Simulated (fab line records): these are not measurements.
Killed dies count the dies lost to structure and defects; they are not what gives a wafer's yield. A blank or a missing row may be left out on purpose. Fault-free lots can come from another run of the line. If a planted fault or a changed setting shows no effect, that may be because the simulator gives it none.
Split-lot trial | flow n5 finfet | 7 lots, 21 wafers read, on a route of 1938 steps

SPLIT DETAILS
At N5_SD_EPI_N_EPI_21 (deposits Si:P, time 690 s), the setting time s was moved away from the recipe's 690 s on 7 of the 21 wafers read, by -18.1% to +12.9%. The other wafers ran this setting at the recipe's value.

FROM THE SPLIT TO THE READING: what the file shows between them, 6 steps
- N5_SD_EPI_N_EPI_MEAS_23
- N5_SD_EPI_N_PRECLEAN_24: cleans in O3/DIW, time 60 s
- N5_SD_EPI_N_SRD_25: time 30 s
- N5_SD_EPI_N_PRECLEAN_49: cleans in NF3:NH3, afs cycles 1, time 20 s, sublimation time 60 s
- N5_SD_ACTIVATION_RTA_00: time 0 s
- N5_SD_ACTIVATION_LSA_01: time 0.0008 s

THE READING
Measured at N5_SD_ACTIVATION_RS_MEAS_03 by four-point probe: RS_SD_N, in ohm/sq. A value of 21.9 ohm/sq with a standard deviation of 0.31 ohm/sq is what fault-free wafers of this fab line usually give.

wafer  | tool, chamber at the split | time s as run, s | against the recipe | RS_SD_N, ohm/sq | against lot-mates on the recipe
L076.2 | epi rpcvd-04, 0            | 690              | recipe             | 22.0            | -
L076.4 | epi rpcvd-04, 0            | 690              | recipe             | 21.5            | -
L076.5 | epi rpcvd-04, 0            | 690              | recipe             | 21.4            | -
L082.1 | epi rpcvd-02, 0            | 565.4            | -18.1%             | 24.9            | +2.9
L082.2 | epi rpcvd-02, 0            | 690              | recipe             | 22.0            | -
L082.3 | epi rpcvd-02, 0            | 565.4            | -18.1%             | 25.3            | +3.3
L086.2 | epi rpcvd-02, 0            | 779              | +12.9%             | 20.2            | -1.8
L086.5 | epi rpcvd-02, 0            | 690              | recipe             | 21.8            | -
L086.6 | epi rpcvd-02, 0            | 690              | recipe             | 22.1            | -
L087.2 | epi rpcvd-02, 0            | 690              | recipe             | 22.4            | -
L087.3 | epi rpcvd-02, 0            | 690              | recipe             | 21.8            | -
L087.6 | epi rpcvd-02, 0            | 690              | recipe             | 22.2            | -
L088.4 | epi rpcvd-02, 0            | 690              | recipe             | 21.7            | -
L088.5 | epi rpcvd-02, 0            | 690              | recipe             | 22.1            | -
L088.6 | epi rpcvd-02, 0            | 690              | recipe             | 22.1            | -
L089.1 | epi rpcvd-03, 0            | 690              | recipe             | 21.9            | -
L089.5 | epi rpcvd-03, 0            | 633              | -8.3%              | 23.5            | +1.6
L089.6 | epi rpcvd-03, 0            | 633              | -8.3%              | 22.8            | +0.9
L091.3 | epi rpcvd-03, 0            | 569.2            | -17.5%             | 25.4            | +3.3
L091.4 | epi rpcvd-03, 0            | 569.2            | -17.5%             | 24.9            | +2.8
L091.5 | epi rpcvd-03, 0            | 690              | recipe             | 22.1            | -

THE FIT
A straight line over all 21 wafers: RS_SD_N changes by -0.17 ohm/sq for each +1% of time s; r = -0.98; the points scatter about the line by 0.31 ohm/sq.
The same after taking each lot's own level away (the mean of its wafers on the recipe; 21 wafers): -0.166 ohm/sq for each +1%; r = -0.98; scatter 0.25 ohm/sq.
On that fit, the largest move of time s shifts the reading by 3 ohm/sq.
Across the lots, their own levels run from 21.63 to 22.13 ohm/sq, a range of 1.6 times the standard deviation given above.
The two slopes are in agreement: the lot-to-lot level therefore moves the slope only a little.
Check: +3.05 ohm/sq against its lot-mates is what the line predicts for one of the wafers moved furthest among these (-18.1%) when that wafer is left out of the fit. Against them it came out at +2.9 ohm/sq.

OTHER SPLITS ON THESE WAFERS
Other splits were also applied to these wafers ahead of the reading. Each is held against what the fit with the lots' levels taken away leaves over:
other split on the same wafers     | wafers away from the commonest value | r with RS_SD_N (lot level and that fit taken away)
N5_SD_EPI_N_EXPOSE_06 dose mj      | 11                                   | -0.02
N5_SD_EPI_N_ETCH_45 target depth a | 11                                   | -0.17

THE WHOLE CHAIN: every reading that the file lists as answering this split, in the file's order
step                        | what it does                 | reading                                                                         | change (the file's fit)               | r (the file's)
N5_SD_EPI_N_EPI_21          | deposits Si:P, time 690 s    | Si-P_of_SD_EPI_N_EPI_21.thk nm (the simulator's own value, which no gauge read) | +0.405 nm for each +1% of the setting | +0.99
N5_SD_EPI_N_EPI_MEAS_23     |                              | thk nm                                                                          | withheld for each +1% of the setting  | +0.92
N5_SD_EPI_N_PRECLEAN_24     | cleans in O3/DIW, time 60 s  | Si-P_of_SD_EPI_N_EPI_21.thk nm (the simulator's own value, which no gauge read) | +0.403 nm for each +1% of the setting | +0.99
N5_SD_ACTIVATION_RS_MEAS_03 | measures by four-point-probe | RS_SD_N                                                                         | -0.163 for each +1% of the setting    | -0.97

THE FILE'S OWN FIT
RS_SD_N changes by -0.163 ohm/sq for each +1% of time s, r = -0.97.
